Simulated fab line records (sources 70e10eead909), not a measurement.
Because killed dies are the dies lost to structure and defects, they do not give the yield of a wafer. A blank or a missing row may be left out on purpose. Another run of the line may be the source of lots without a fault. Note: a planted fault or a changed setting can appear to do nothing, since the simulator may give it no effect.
Which of the tools did it?	flow nandHarc	Sampling: 13 lots, 39 wafers, 4 of 1302 route steps

WHAT THE GAUGES SHOWED, per wafer
NHARC_P_CONTACT_INSPECT_14.
lot	measured	on	rawDefectCount
L553	day 6 11:40	defectInspect-02	1 3 4
L554	day 6 11:53	defectInspect-01	2 1 4
L555	day 6 16:17	defectInspect-02	6 5 3
L556	day 6 21:39	defectInspect-01	1 4 1
L561	day 9 01:53	defectInspect-01	4 5 5
L562	day 9 14:07	defectInspect-01	7 3 1
L563	day 10 05:22	defectInspect-02	7 4 8
L564	day 10 12:29	defectInspect-01	10 2 8
L565	day 10 19:26	defectInspect-01	1 3 1
L566	day 11 20:33	defectInspect-01	5 3 4
L572	day 13 19:00	defectInspect-01	4 4 3
L573	day 14 06:33	defectInspect-02	3 6 6
L576	day 15 08:09	defectInspect-01	6 8 10

NHARC_P_CONTACT_INSPECT_27.
lot	measured	on	rawDefectCount
L553	day 6 14:49	defectInspect-01	154 141 202
L554	day 6 15:35	defectInspect-01	265 571 278
L555	day 6 19:28	defectInspect-01	239 429 483
L556	day 7 01:34	defectInspect-01	467 724 677
L561	day 9 05:05	defectInspect-02	369 262 348
L562	day 9 18:35	defectInspect-02	436 385 222
L563	day 10 08:58	defectInspect-01	232 290 212
L564	day 10 15:49	defectInspect-02	298 317 258
L565	day 10 22:37	defectInspect-02	164 206 234
L566	day 11 23:53	defectInspect-02	550 485 281
L572	day 13 22:36	defectInspect-02	194 235 161
L573	day 14 09:41	defectInspect-02	385 457 235
L576	day 15 11:16	defectInspect-02	293 158 157

EACH LOT AND THE TOOL THAT RAN IT (in order: tool; ch and the chambers of the sampled wafers; start)
lot	NHARC_P_CONTACT_DEP_00	NHARC_P_CONTACT_PVD_32
L553	pecvd-04 ch 0,1, day 6 11:40 or earlier	pvdSputter-01, day 6 13:26
L554	pecvd-03 ch 0,1, day 6 11:53 or earlier	pvdSputter-01, day 6 14:13
L555	pecvd-04 ch 0,1, day 6 16:17 or earlier	pvdSputter-02, day 6 18:04
L556	pecvd-03 ch 1,2, day 6 21:39 or earlier	pvdSputter-02, day 6 23:38
L561	pecvd-04 ch 0,1,2, day 9 01:53 or earlier	pvdSputter-01, day 9 03:41
L562	pecvd-03 ch 0,1,2, day 9 14:07 or earlier	pvdSputter-02, day 9 15:53
L563	pecvd-04 ch 0,2, day 10 05:22 or earlier	pvdSputter-02, day 10 07:19
L564	pecvd-04 ch 0,1, day 10 12:29 or earlier	pvdSputter-03, day 10 14:26
L565	pecvd-04 ch 0,1, day 10 19:26 or earlier	pvdSputter-01, day 10 21:12
L566	pecvd-04 ch 1,2, day 11 20:33 or earlier	pvdSputter-01, day 11 22:31
L572	pecvd-03 ch 0,1, day 13 19:00 or earlier	pvdSputter-02, day 13 20:46
L573	pecvd-04 ch 0,1,2, day 14 06:33 or earlier	pvdSputter-01, day 14 08:20
L576	pecvd-01 ch 0,1, day 15 08:09 or earlier	pvdSputter-03, day 15 09:55
- NHARC_P_CONTACT_DEP_00: deposits SiO2, target thk 500 nm.
- NHARC_P_CONTACT_PVD_32: deposits Ti, target thk 5 nm, time 17.7 s.

AS READ BY THE TOOLS THEMSELVES (means over the sampled wafers that have a number; for cases with no such wafer, the mark the record gives instead)
NHARC_P_CONTACT_DEP_00.
lot	tool	heaterPowerW (W)	susceptorTempC (C)	throttleValvePct (%)
L553	pecvd-04	463	400.03	16.2
L554	pecvd-03	553	399.91	15.4
L555	pecvd-04	496	400.10	16.2
L556	pecvd-03	605	399.90	15.3
L561	pecvd-04	501	399.85	16.6
L562	pecvd-03	634	400.16	15.4
L563	pecvd-04	553	399.92	16.3
L564	pecvd-04	514	400.10	16.6
L565	pecvd-04	526	399.89	16.4
L566	pecvd-04	457	400.09	16.9
L572	pecvd-03	580	399.89	15.8
L573	pecvd-04	502	400.01	16.0
L576	pecvd-01	477	400.19	16.4

NHARC_P_CONTACT_PVD_32.
lot	tool	chamberPressurePa (Pa)	throttleValvePct (%)
L553	pvdSputter-01	5.011	31.6
L554	pvdSputter-01	5.000	31.0
L555	pvdSputter-02	5.006	29.3
L556	pvdSputter-02	5.001	29.2
L561	pvdSputter-01	5.004	31.8
L562	pvdSputter-02	5.005	29.7
L563	pvdSputter-02	4.999	29.5
L564	pvdSputter-03	4.992	30.7
L565	pvdSputter-01	4.997	30.5
L566	pvdSputter-01	5.005	30.5
L572	pvdSputter-02	5.000	30.2
L573	pvdSputter-01	5.000	31.5
L576	pvdSputter-03	4.990	29.9

THE ANSWER, worked out from the rows above alone
Rule: usual is defined by the lots themselves. The widest of any qualifying gaps counts: lots, ordered by their means at a reading, are off when they make up no more than a third of the lots, leave a main group of 4 or more, and stand apart from it by 3 or more times the standard deviation of that group's means. If all means in a main group match to the digits the tables above print for the reading, that group is not used. Also off: a lot with no number at a reading for which 4 or more lots have one. Any other lot the step has rows for is counted as sound. First the gauges in route order, then the tools' own readings, where a lot's mean is used as printed above. The first step at which some lot is off is used, and at that step the reading that is off furthest; a lot without a number counts as furthest.
None of the lots is off at any reading shown; this tells nothing.

WHAT HAD BEEN PUT IN BY THE SIMULATOR
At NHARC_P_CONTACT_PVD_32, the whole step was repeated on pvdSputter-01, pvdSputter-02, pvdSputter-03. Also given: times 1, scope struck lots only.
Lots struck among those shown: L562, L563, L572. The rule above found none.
